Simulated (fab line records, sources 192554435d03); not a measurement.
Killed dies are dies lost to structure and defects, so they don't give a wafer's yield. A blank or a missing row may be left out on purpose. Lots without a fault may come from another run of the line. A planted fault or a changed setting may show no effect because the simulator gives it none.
fab line records | flow n5_finfet | part 2 of 2: steps 5 to 6 of 6
record lots=24 wafers=72 last_day=21
route steps=1938 shown BEOL_M8@1333
lots that met no fault: from a run of the same line without faults
start_h: hours from the record's first day to the start of the lot's first wafer shown | wait_h: hours since the lot's step before | " the same as in the row above | L1.1+2: a row that stands for several wafers | - no value, or no start given | * or withheld: withheld | < > ~ a bound
route shown NAME@n: a module of which the file shows steps, and the number in the route of the first | usual: mean/standard deviation of fault-free wafers | same: alike in all rows | chamber/n: place in a boat | sites: the reading at each site | _std_site: their standard deviation | _edge_site: outer sites' mean less inner sites' | radius_mm: how far each site lies from the wafer's centre | mask NAME#n: copy n | behind: the tool/chamber that last shaped the wafer | hold: why the lot was held/for how many hours/how that ended | device: the transistor (n, p or np) that didn't switch | end of line: the same wafers' tests at the end of the route | a step without rows: its recipe alone | killed: dies lost to structure and defects at the first sort, not the wafer's yield | map: a wafer's dies, x killed, . not, _ none there
set.NAME: the setting as run; set.NAME@STEP: as run at that earlier step | model.NAME: the simulator's own value behind a step, which no gauge read
steps of the route over a sample of lots; a table a step, a row a wafer
services: from which hour (start_h, from the record's first day; less than 0 if before it) a tool's chamber was out of use, for how many hours, and why
## steps
# step N5_BEOL_M8_STRIP_36
# recipe chemistry=N2/H2 power_w=450 temp_c=40 pressure_mtorr=20 rf_frequency_hz=6e+07 overash_fraction=0.3 bias_power_w=7 h2_frac=0.5 n2_flow_sccm=200 h2_flow_sccm=200
# usual drypump_motor_current_A=6.02/0.23 oes_product_au=0.78/0.078 rf_vpp_V=59.0/1.4 showerhead_plenum_p_Torr=2.49/0.094 throttle_valve_pct=23.6/0.4
# columns lot.wafer tool chamber start_h wait_h drypump_motor_current_A oes_product_au rf_hours_counter_h rf_vpp_V showerhead_plenum_p_Torr throttle_valve_pct
L076.2 rie_diel-02 1 231.36 0.0 6.30 0.90 20 56.0 2.69 23.3
L076.4 " 2 " " 6.19 0.75 178 58.2 2.42 23.0
L076.6 " 2 " " 6.17 0.74 - 60.1 2.42 23.0
L077.3 rie_diel-04 1 233.27 0.0 6.05 0.74 169 57.9 2.42 23.8
L077.4 " 0 " " 6.04 0.67 - 60.1 2.40 23.3
L077.6 " 3 " " 6.16 0.77 - 61.2 2.44 23.8
L078.1 rie_diel-03 1 243.19 0.0 5.97 0.72 171 57.6 2.44 24.4
L078.2 " 3 " " 5.88 0.72 227 59.2 2.49 23.1
L078.4 " 2 " " 6.07 0.75 126 56.6 2.43 23.7
L075.2 rie_diel-03 3 244.22 0.0 5.88 0.73 227 59.9 2.49 23.1
L075.5 " 3 " " 5.88 0.72 - 58.5 2.49 23.1
L075.6 " 0 " " 5.45 0.73 - 58.9 2.51 23.6
L074.2 rie_diel-04 3 252.47 0.0 6.15 0.77 122 59.8 2.44 23.8
L074.3 " 1 " " 6.06 0.75 178 58.1 2.41 23.8
L074.4 " 3 " " 6.15 0.78 - 57.0 2.44 23.9
L079.1 rie_diel-02 2 254.02 0.0 6.17 0.73 186 60.9 2.42 23.0
L079.4 " 1 " " 6.25 0.87 28 60.1 2.69 23.3
L079.6 " 2 " " 6.21 0.74 - 58.8 2.42 23.0
L080.1 rie_diel-02 0 264.61 0.0 6.26 0.79 83 58.3 2.46 23.6
L080.4 " 3 " " 6.11 0.86 52 58.7 2.60 23.4
L080.6 " 2 " " 6.18 0.73 - 59.6 2.42 23.0
L082.2 rie_diel-03 0 264.91 0.0 5.48 0.72 180 59.3 2.50 23.6
L082.3 " 2 " " 6.09 0.73 133 59.2 2.42 23.7
L082.6 " 1 " " 5.96 0.72 - 60.0 2.43 24.4
L081.2 rie_diel-04 3 272.21 0.0 6.14 0.76 129 58.9 2.44 23.9
L081.4 " 1 " " 6.08 0.72 184 62.0 2.41 23.8
L081.6 " 3 " " 6.13 0.76 - 58.8 2.44 23.9
L084.1 rie_diel-02 0 285.39 0.0 6.31 0.80 90 58.5 2.46 23.6
L084.2 " 1 " " 6.29 0.86 38 59.7 2.69 23.3
L084.5 " 0 " " 6.28 0.79 - 57.4 2.46 23.6
L083.3 rie_diel-02 3 301.52 0.0 6.09 0.85 63 59.9 2.59 23.4
L083.5 " 0 " " 6.31 0.79 - 56.1 2.45 23.6
L083.6 " 1 " " 6.29 0.86 - 58.2 2.68 23.3
L085.2 rie_diel-02 2 311.30 0.0 6.14 0.73 204 57.4 2.41 23.0
L085.4 " 3 " " 6.15 0.84 66 57.9 2.59 23.4
L085.5 " 2 " " 6.14 0.73 - 61.5 2.41 23.0
L087.3 rie_diel-02 0 320.38 0.0 6.27 0.78 100 58.0 2.45 23.6
L087.4 " 1 " " 6.30 0.84 49 58.6 2.68 23.3
L087.6 " 3 " " 6.16 0.84 - 58.0 2.59 23.4
L086.1 rie_diel-03 0 320.55 0.0 5.47 0.73 202 58.0 2.50 23.6
L086.2 " 2 " " 6.06 0.73 154 59.0 2.41 23.7
L086.4 " 2 " " 6.07 0.73 - 61.0 2.41 23.7
L088.1 rie_diel-03 1 326.29 0.0 5.95 0.70 203 60.8 2.42 24.5
L088.3 " 0 " " 5.49 0.72 204 61.1 2.49 23.6
L088.5 " 1 " " 5.92 0.71 - 59.6 2.42 24.4
L090.1 rie_diel-03 0 328.29 0.0 5.44 0.72 206 58.7 2.49 23.6
L090.2 " 1 " " 5.94 0.70 205 57.6 2.42 24.5
L090.4 " 0 " " 5.45 0.71 - 59.5 2.49 23.6
L089.1 rie_diel-02 3 345.40 0.0 6.14 0.82 78 59.6 2.59 23.4
L089.4 " 2 " " 6.13 0.72 216 58.0 2.41 23.0
L089.6 " 2 " " 6.10 0.71 - 59.2 2.41 23.0
L091.2 rie_diel-04 0 370.78 0.0 5.98 0.89 32 58.0 2.70 23.2
L091.3 " 1 " " 6.06 0.70 214 57.7 2.40 23.8
L091.5 " 1 " " 6.06 0.69 - 60.9 2.40 23.9
L094.1 rie_diel-04 1 377.30 0.0 6.05 0.70 217 56.1 2.40 23.8
L094.2 " 3 " " 6.12 0.74 161 58.1 2.42 23.9
L094.4 " 2 " " 5.84 0.89 44 58.5 2.48 23.8
L092.1 rie_diel-02 1 380.83 0.0 6.30 0.80 69 59.7 2.67 23.4
L092.4 " 2 " " 6.16 0.70 225 59.8 2.40 23.0
L092.5 " 2 " " 6.19 0.71 - 57.7 2.40 23.0
L093.3 rie_diel-04 1 381.00 0.0 6.04 0.70 219 60.7 2.40 23.9
L093.4 " 3 " " 6.15 0.72 - 56.4 2.42 23.9
L093.6 " 2 " " 5.72 0.87 - 56.4 2.48 23.8
L096.1 rie_diel-03 1 387.82 0.0 5.92 0.68 224 60.8 2.41 24.5
L096.3 " 2 " " 6.07 0.71 179 59.6 2.40 23.7
L096.5 " 3 " " 5.88 0.93 - 58.0 2.47 22.8
L095.1 rie_diel-03 3 397.22 0.0 5.86 0.93 22 59.7 2.47 22.8
L095.3 " 1 " " 5.93 0.68 227 58.6 2.41 24.5
L095.6 " 2 " " 6.09 0.70 - 59.5 2.40 23.7
L097.1 rie_diel-04 2 414.12 0.0 5.83 0.88 55 57.5 2.47 23.8
L097.4 " 0 " " 6.00 0.87 40 60.6 2.70 23.2
L097.5 " 2 " " 5.79 0.88 - 60.4 2.47 23.8
# step N5_BEOL_M8_DEGAS_44
# recipe ambient=vacuum temp_c=250 time_s=60
# usual heater_power_w=342/35
# columns lot.wafer tool chamber start_h wait_h heater_power_w
L076.2 pvd_sputter-01 - 232.47 0.6 284
L076.4 " - " " 354
L076.6 " - " " 302
L077.3 pvd_sputter-03 - 234.23 0.4 347
L077.4 " - " " 399
L077.6 " - " " 360
L078.1 pvd_sputter-02 - 244.21 0.6 386
L078.2 " - " " 317
L078.4 " - " " 300
L075.2 pvd_sputter-01 - 245.22 0.5 282
L075.5 " - " " 303
L075.6 " - " " 284
L074.2 pvd_sputter-03 - 253.33 0.2 340
L074.3 " - " " 351
L074.4 " - " " 409
L079.1 pvd_sputter-01 - 254.75 0.3 304
L079.4 " - " " 276
L079.6 " - " " 303
L080.1 pvd_sputter-01 - 265.41 0.3 282
L080.4 " - " " 314
L080.6 " - " " 315
L082.2 pvd_sputter-01 - 265.69 0.3 347
L082.3 " - " " 279
L082.6 " - " " 271
L081.2 pvd_sputter-02 - 273.34 0.5 313
L081.4 " - " " 345
L081.6 " - " " 374
L084.1 pvd_sputter-03 - 286.33 0.5 345
L084.2 " - " " 355
L084.5 " - " " 397
L083.3 pvd_sputter-03 - 302.48 0.4 391
L083.5 " - " " 387
L083.6 " - " " 346
L085.2 pvd_sputter-01 - 313.39 1.5 369
L085.4 " - " " 307
L085.5 " - " " 308
L087.3 pvd_sputter-03 - 321.09 0.2 364
L087.4 " - " " 356
L087.6 " - " " 367
L086.1 pvd_sputter-03 - 321.30 0.3 367
L086.2 " - " " 400
L086.4 " - " " 348
L088.1 pvd_sputter-03 - 327.32 0.6 387
L088.3 " - " " 351
L088.5 " - " " 352
L090.1 pvd_sputter-02 - 330.75 2.0 393
L090.2 " - " " 341
L090.4 " - " " 323
L089.1 pvd_sputter-02 - 346.19 0.3 346
L089.4 " - " " 379
L089.6 " - " " 347
L091.2 pvd_sputter-03 - 371.79 0.4 356
L091.3 " - " " 353
L091.5 " - " " 355
L094.1 pvd_sputter-01 - 378.28 0.3 312
L094.2 " - " " 275
L094.4 " - " " 348
L092.1 pvd_sputter-03 - 381.93 0.3 401
L092.4 " - " " 352
L092.5 " - " " 346
L093.3 pvd_sputter-03 - 382.09 0.3 358
L093.4 " - " " 362
L093.6 " - " " 352
L096.1 pvd_sputter-01 - 388.93 0.6 361
L096.3 " - " " 282
L096.5 " - " " 300
L095.1 pvd_sputter-03 - 399.86 2.1 396
L095.3 " - " " 347
L095.6 " - " " 355
L097.1 pvd_sputter-03 - 415.97 1.2 362
L097.4 " - " " 346
L097.5 " - " " 347
## services
# columns tool chamber start_h hours kind
rie_diel-04 2 219.63 4.6 repair
rie_diel-04 2 228.76 - clean
rie_diel-04 2 228.76 - consumable_replace:focus_ring
rie_diel-04 2 228.76 14.8 scheduled_down
uv_cure-03 - 243.89 0.8 repair
uv_cure-01 - 261.43 0.4 repair
uv_cure-03 - 262.44 5.0 pm
uv_cure-01 - 284.65 1.0 pm
pvd_sputter-01 - 292.47 20.0 repair
rie_diel-03 3 308.94 - clean
rie_diel-03 3 308.94 - consumable_replace:focus_ring
rie_diel-03 3 308.94 21.1 scheduled_down
rie_diel-03 3 308.94 21.1 vent_cycle
pvd_sputter-03 - 330.45 9.5 repair
pvd_sputter-01 - 332.53 0.6 repair
pvd_sputter-02 - 364.81 6.2 repair
uv_cure-01 - 367.42 2.8 pm
uv_cure-03 - 376.79 2.8 pm
rie_diel-04 0 378.19 20.7 repair
uv_cure-03 - 387.80 0.7 repair
rie_diel-02 3 393.90 5.0 repair
rie_diel-04 2 394.85 5.1 repair
pvd_sputter-01 - 413.50 4.3 repair
rie_diel-02 3 415.05 15.3 repair
